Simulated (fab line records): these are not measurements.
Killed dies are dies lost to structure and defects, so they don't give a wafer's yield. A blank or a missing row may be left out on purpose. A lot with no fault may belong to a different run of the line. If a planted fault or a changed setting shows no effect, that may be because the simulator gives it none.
A lot that was struck, set against a sound lot | flow n5 finfet | 15 steps out of a route of 1938
Sound: the wafers L420.1, L420.5, L420.6. Struck: wafers L428.3, L428.4 (left out: L428.1, a lot-mate that was not struck); the cause follows at the end.
At each step with rows: each side's tool, then ch and its chambers, then its first start. Under that, the readings that differ: sound wafers | struck wafers | difference of the means | sigmas: that difference in standard deviations of wafers without a fault.
alike: words and numbers the same on both sides, and readings whose means are apart by under 2 such deviations; not compared: readings that were withheld, readings missing a value for some wafer, numbers with overlapping values and no deviation given by the record, and bounds like >300 which may hide the same value.
Wherever a step has rows on one side only, a row that says differs or no value, or a row with sigmas, the two part there. Numbers that don't overlap but have no deviation are shown without sigmas and don't part them. A reading missing from all wafers of one side parts the sides only when that side holds two or more wafers.

N5_BEOL_M0_ANNEAL_135: time 60 s.
  sound on pvd sputter-02, day 6 14:03; struck on pvd sputter-03, day 8 12:38
  alike: heater power w
then, 2 steps without rows for these wafers: N5_BEOL_M0_SPUTTER_141 (material Cu, target thk 4 nm, time 7.37 s); N5_BEOL_M0_ECD_118 (material Cu, target thk 300 nm).
N5_BEOL_M0_ANNEAL_119: time 90 s.
  sound on rtp anneal-02 ch 0, day 6 14:37; struck on rtp anneal-02 ch 0, day 8 12:52
  alike: wafer_temp_C_max
N5_BEOL_M0_CMP_120: polishes, stops on SiOC, t overpolish 6.9 s.
  sound on cmp-04 ch 0,1,2, day 6 15:01; struck on cmp-02 ch 1,2, day 8 13:12
  alike: barrier field endpoint s, clearing platen down force psi, motor current A, overpolish run s, time to endpoint s
N5_BEOL_M0_PRE_CLEAN_131: time 15 s.
  sound on cvd co-01 ch 0,2, day 6 15:16; struck on cvd co-02 ch 0,2, day 8 13:29
  alike: heater power w
  not compared: since wet clean h
then, 2 steps without rows for these wafers: N5_BEOL_M0_CO_CAP_123 (material Co, precursor CCTBA/H2, target thk 2 nm, time 102.1 s); N5_BEOL_M0_PRE_CLEAN_124 (time 15 s).
N5_BEOL_M0_DEP_125: deposits SiCN from 3MS/NH3, target thk 8 nm, time 14 s.
  sound on pecvd-01 ch 0,1,2, day 6 15:29; struck on pecvd-03 ch 1,2, day 8 13:39
  reading                         | sound             | struck      | difference | sigmas
  showerhead plenum p Torr (Torr) | 3.672 3.682 3.655 | 3.637 3.634 | -0.034     | -2
  alike: showerhead vpp V, throttle valve pct
  not compared: since wet clean h
N5_BEOL_M0_RS_MEAS_126: measures by four-point-probe.
  sound on film metro-01, day 6 15:32; struck on film metro-01, day 8 13:59
  alike: M0_RS
N5_BEOL_M0_INSPECT_127: inspects for defects (darkfield).
  sound on defect inspect-02, day 6 15:34; struck on defect inspect-02, day 8 14:01
  alike: raw defect count
N5_BEOL_M1_ILD_DEP_00: deposits SiOC from DEMS/O2, target thk 79 nm, time 15.3 s.
  sound on pecvd-02 ch 1,2, day 6 15:37; struck on pecvd-02 ch 0, day 8 14:03
  reading              | sound                | struck        | difference | sigmas
  heater power w (W)   | 536 521 519          | 426 416       | -104       | -2
  showerhead vpp V (V) | 1423 1394 1405       | 1253 1258     | -152       | -2
  susceptor temp C (C) | 350.02 349.92 350.21 | 346.75 346.26 | -3.55      | -16
  alike: showerhead plenum p Torr, throttle valve pct
  not compared: since wet clean h
N5_BEOL_M1_THK_MEAS_01:
  sound on film metro-02, day 6 15:40; struck on film metro-01, day 8 14:07
  reading         | sound          | struck    | difference | sigmas
  M1_ILD_THK (nm) | 77.9 78.8 78.6 | 79.8 81.0 | +2.0       | +2
N5_BEOL_M4_RC_MEAS_101:
  sound on prober-02 ch 0, day 8 13:40; struck on prober-01 ch 0, day 10 07:38
  alike: DIBL_N, DIBL_P, IOFF_N, IOFF_P, ION_N, ION_P, SS_N, SS_P, VT_N, VT_P
-- here the record skips 4 days between the struck wafers' starts before and after, leaving off in module BEOL_M4 and picking up in module PASSIVATION (first step shown: number 1936 of the route) --
N5_PASSIVATION_PROBE_49:
  rows exist in the record for the struck wafers here (prober-02, day 13 21:19), but not for the sound ones

WHERE THEY PART
Earliest at N5_BEOL_M0_DEP_125; latest, in this record, at N5_PASSIVATION_PROBE_49.

WHY: what the simulator had put in
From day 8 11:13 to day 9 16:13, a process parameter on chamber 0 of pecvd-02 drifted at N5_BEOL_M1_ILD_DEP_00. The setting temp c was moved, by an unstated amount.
